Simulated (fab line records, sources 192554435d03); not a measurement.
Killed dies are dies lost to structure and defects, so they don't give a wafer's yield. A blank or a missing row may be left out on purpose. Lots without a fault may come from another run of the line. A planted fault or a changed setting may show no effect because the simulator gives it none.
Split-lot experiment | flow n5_finfet | 7 lots, 21 wafers read, on a route of 1938 steps

THE SPLIT
At N5_BEOL_M6_COAT_71 (time 60 s, resist thk 5 nm), the setting spin_rpm was moved away from the recipe's 1500 rpm on 4 of the 21 wafers read, by -7.2% to +4.5%. The other wafers ran this setting at the recipe's value.

FROM THE SPLIT TO THE READING: what the file shows between them, 7 steps
- N5_BEOL_M6_COAT_22: resist thk 30 nm (also split here: spin_rpm)
- N5_BEOL_M6_EBR_24
- N5_BEOL_M6_SOFTBAKE_23: time 60 s
- N5_BEOL_M6_EXPOSE_25: exposes mask V5, target cd 40 nm
- N5_BEOL_M6_PEB_26: peb time 60 s
- N5_BEOL_M6_DEVELOP_27: develop time 30 s
- N5_BEOL_M6_DESCUM_33: chemistry O2, time 7 s

THE READING
etch.depth_nm (the simulator's own value, which no gauge read), in nm, at N5_BEOL_M6_ETCH_72 (etches underlayer in N2/H2, target depth 6.5 nm, time 5.2 s). The file gives no usual value for it. The 17 wafers here that ran the recipe average 5.006 nm, standard deviation 0.016 nm.

wafer  | tool, chamber at the split | spin_rpm as run, rpm | against the recipe | etch.depth_nm, nm | against lot-mates on the recipe
L079.3 | litho_track-01, 0          | 1500                 | recipe             | 5.021             | -
L079.4 | litho_track-01, 0          | 1500                 | recipe             | 5.016             | -
L079.6 | litho_track-01, 0          | 1567                 | +4.5%              | 4.909             | -0.109
L075.2 | litho_track-05, 0          | 1500                 | recipe             | 4.998             | -
L075.3 | litho_track-05, 0          | 1392                 | -7.2%              | 5.206             | +0.200
L075.6 | litho_track-05, 0          | 1500                 | recipe             | 5.015             | -
L081.1 | litho_track-05, 0          | 1500                 | recipe             | 5.017             | -
L081.2 | litho_track-05, 0          | 1500                 | recipe             | 5.024             | -
L081.4 | litho_track-05, 0          | 1500                 | recipe             | 5.018             | -
L088.1 | litho_track-05, 0          | 1500                 | recipe             | 4.999             | -
L088.2 | litho_track-05, 0          | 1500                 | recipe             | 4.998             | -
L088.4 | litho_track-05, 0          | 1500                 | recipe             | 4.968             | -
L091.2 | litho_track-05, 0          | 1500                 | recipe             | 5.023             | -
L091.4 | litho_track-05, 0          | 1500                 | recipe             | 5.021             | -
L091.6 | litho_track-05, 0          | 1500                 | recipe             | 5.017             | -
L095.1 | litho_track-03, 0          | 1500                 | recipe             | 4.995             | -
L095.3 | litho_track-03, 0          | 1500                 | recipe             | 4.981             | -
L095.4 | litho_track-03, 0          | 1500                 | recipe             | 4.987             | -
L096.4 | litho_track-01, 0          | 1558                 | +3.9%              | 4.918             | -0.085
L096.5 | litho_track-01, 0          | 1558                 | +3.9%              | 4.911             | -0.092
L096.6 | litho_track-01, 0          | 1500                 | recipe             | 5.003             | -

THE FIT
A straight line over all 21 wafers: etch.depth_nm changes by -0.0255 nm for each +1% of spin_rpm; r = -0.96; the points scatter about the line by 0.016 nm.
The same after taking each lot's own level away (the mean of its wafers on the recipe; 21 wafers): -0.0258 nm for each +1%; r = -0.99; scatter 0.0084 nm.
On that fit, the largest move of spin_rpm shifts the reading by 0.19 nm.
The lots' own levels span 4.9877 to 5.0203 nm, that is 2.0 times the standard deviation above.
So the lot-to-lot level changes the slope little: the two slopes agree.
Check: with one of the wafers moved furthest among these (-7.2%) left out of the fit, the line predicts +0.17 nm for it against its lot-mates. It came out at +0.2 nm against them.

OTHER SPLITS ON THESE WAFERS
These wafers also went through other splits before the reading. Each is held against what the fit with the lots' levels taken away leaves over:
other split on the same wafers   | wafers away from the commonest value | r with etch.depth_nm (lot level and that fit taken away)
N5_BEOL_M3_COAT_05 spin_rpm      | 2                                    | -0.19
N5_BEOL_M4_EXPOSE_08 dose_mj     | 6                                    | +0.25
N5_BEOL_M5_VIA_ETCH_34 source_w  | 7                                    | -0.09
N5_BEOL_M5_TRENCH_ETCH_37 bias_w | 7                                    | -0.12
N5_BEOL_M6_COAT_22 spin_rpm      | 8                                    | -0.04

THE FILE'S OWN FIT
etch.depth_nm changes by -0.0262 nm for each +1% of spin_rpm, r = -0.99.
